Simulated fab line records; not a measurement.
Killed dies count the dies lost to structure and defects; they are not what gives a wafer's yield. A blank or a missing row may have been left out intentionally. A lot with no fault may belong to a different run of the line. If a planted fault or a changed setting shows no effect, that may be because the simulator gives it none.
Chamber matching / flow nand-harc / cmp-03 running NHARC_P_CONTACT_CMP_01: 4 sister chambers
The step polishes SiO2, target thk 200 nm. 16 wafers are shown with their chamber, then 8 later ones without.

== WAFERS PAIRED WITH THEIR CHAMBERS ==
wafer=L075.1; chamber=2; motor-current-A (A)=15.0
wafer=L075.2; chamber=3; motor-current-A (A)=12.5
wafer=L075.3; chamber=0; motor-current-A (A)=13.4
wafer=L075.4; chamber=1; motor-current-A (A)=12.2
wafer=L075.5; chamber=0; motor-current-A (A)=13.1
wafer=L075.6; chamber=1; motor-current-A (A)=12.0
wafer=L076.1; chamber=3; motor-current-A (A)=12.6
wafer=L076.4; chamber=2; motor-current-A (A)=15.2
wafer=L076.5; chamber=1; motor-current-A (A)=13.1
wafer=L083.1; chamber=1; motor-current-A (A)=12.7
wafer=L083.3; chamber=3; motor-current-A (A)=12.7
wafer=L083.6; chamber=1; motor-current-A (A)=12.2
wafer=L091.1; chamber=1; motor-current-A (A)=12.4
wafer=L091.3; chamber=0; motor-current-A (A)=12.8
wafer=L091.4; chamber=2; motor-current-A (A)=14.4
wafer=L094.3; chamber=0; motor-current-A (A)=13.4

SIGNATURES (means of the wafers above)
reading=motor-current-A; chamber 0=13.175; chamber 1=12.433; chamber 2=14.867; chamber 3=12.600; scatter within a chamber=0.345
Rule: distance of a wafer from a chamber = root of the sum over the readings of ((wafer's reading minus chamber's mean) / reading's scatter) squared. The wafer belongs to the nearest chamber; if the next one is less than 2 further off, it can't be placed. The scatter is the square root of a quotient: the sum, over the shown wafers, of each reading's squared deviation from its chamber's mean, divided by wafers minus chambers.

== WAFERS WHOSE CHAMBER IS MISSING ==
wafer=L094.4; motor-current-A (A)=14.2
wafer=L094.6; motor-current-A (A)=14.9
wafer=L095.1; motor-current-A (A)=13.0
wafer=L095.2; motor-current-A (A)=12.9
wafer=L095.6; motor-current-A (A)=12.5
wafer=L096.2; motor-current-A (A)=12.5
wafer=L096.4; motor-current-A (A)=12.8
wafer=L096.5; motor-current-A (A)=13.5

== THE CHAMBER EACH PASSED THROUGH ==
wafer=L094.4; from the rows above=can't be placed: 2 or 0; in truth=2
wafer=L094.6; from the rows above=2; in truth=2
wafer=L095.1; from the rows above=can't be placed: 0 or 3 or 1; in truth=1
wafer=L095.2; from the rows above=can't be placed: 0 or 3 or 1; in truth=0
wafer=L095.6; from the rows above=can't be placed: 1 or 3 or 0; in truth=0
wafer=L096.2; from the rows above=can't be placed: 1 or 3 or 0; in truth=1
wafer=L096.4; from the rows above=can't be placed: 3 or 1 or 0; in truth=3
wafer=L096.5; from the rows above=can't be placed: 0 or 3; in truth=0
1 of 8 placed correctly. Cannot be placed on the basis of these rows: 7; the candidates contain the true chamber in 7. Number placed wrongly: 0.
